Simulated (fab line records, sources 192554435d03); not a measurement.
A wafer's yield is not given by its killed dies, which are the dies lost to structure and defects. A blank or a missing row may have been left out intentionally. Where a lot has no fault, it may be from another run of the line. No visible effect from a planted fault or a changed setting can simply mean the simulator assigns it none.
Problem report, 8D (eight disciplines) form, completed by code	flow n5_finfet	the parts of the form that need people (team, actions taken, sign-off) are left out

1. THE PROBLEM
Wafers without a fault read 3999.6 nm, standard deviation 1.7; cd_nm at N5_PASSIVATION_CD_MEAS_30 reads a mean of 3989.2 nm on 6 wafers belonging to 2 lots. That is -6.1 standard deviations from the usual mean.
The step: target cd 4000 nm.
Earliest sighting: wafer L507.4 on cd_sem-02 at day 16 12:31. The record has a number at this step for 30 wafers belonging to 10 lots. Rule for "out" (also "out of limits"): further than 4 standard deviations from the usual mean. All remaining wafers that have a number are taken as sound.

2. WHAT THIS IS AND IS NOT
question	is	is not
which readings at this step	cd_nm	-
which lots	L505, L507	L492, L494, L495, L496, L509, L512, L513, L515
which wafers of those lots	all that have a number	-
read on which gauges	cd_sem-02, cd_sem-03	cd_sem-01
when	from day 16 12:31	up to then (12 sound wafers); but 12 sound wafers of L509, L512, L513, L515 came after

3. THE SUSPECTS, EACH WITH WHAT RULES IT OUT
Counting: a tool stays on the suspect list if, at a process step up to the reading, it processed all lots that are out and no sound lot following the first of them.
- the gauge at N5_PASSIVATION_CD_MEAS_30 is ruled out. Those wafers that are out were read across 2 gauges (cd_sem-02, cd_sem-03).
- krf_scanner-01 at N5_PASSIVATION_EXPOSE_27 (exposes mask PAD, defocus 0 nm): kept. All lots that are out passed through it, beginning with L507 at day 16 12:20, and no sound lot followed; its final sound lot before that point was L495 at day 13 09:31. On those wafers its own readings are out: exposure_dose_mJ_cm2.
The count leaves krf_scanner-01 at N5_PASSIVATION_EXPOSE_27.

4. THE CAUSE (what the simulator had put in)
Drift in process parameters on krf_scanner-01 at N5_PASSIVATION_EXPOSE_27, starting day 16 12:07. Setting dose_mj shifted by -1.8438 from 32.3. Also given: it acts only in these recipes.
Only this tool survived the counting.

5. SEQUENCE OF EFFECTS, ordered by route
Each row: a reading whose mean over the struck wafers that have a number lies more than 3 standard deviations from the usual. Readings are gone through only where the record gives a usual standard deviation; hours: the median, over the lots, of the time from a lot's start at the first step in this table giving one to that lot's start at this step; sigmas: the change measured in usual standard deviations.
hours	step	reading	usual	on struck wafers	change	sigmas
0	N5_PASSIVATION_EXPOSE_27	exposure_dose_mJ_cm2	32.30	30.47	-1.83	-56
0	N5_PASSIVATION_CD_MEAS_30	cd_nm	3999.6 nm	3989.2	-10.4	-6.1
Process steps it contains:
- N5_PASSIVATION_EXPOSE_27: exposes mask PAD, defocus 0 nm.

6. HOW IT WOULD HAVE BEEN CAUGHT EARLIER
The first out-of-limits reading at a measuring or inspecting step in this record came at day 16 12:31, 0 hours after the fault's start at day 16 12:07.
At N5_PASSIVATION_EXPOSE_27, the tool's own readings (exposure_dose_mJ_cm2) were out on each struck wafer the step has a row for, so an alarm limit on them would have fired on the first such wafer.
All the lots that are out (2) had begun N5_PASSIVATION_EXPOSE_27 on krf_scanner-01 by day 16 12:31. Tool hold at that time: it would have spared none of them.
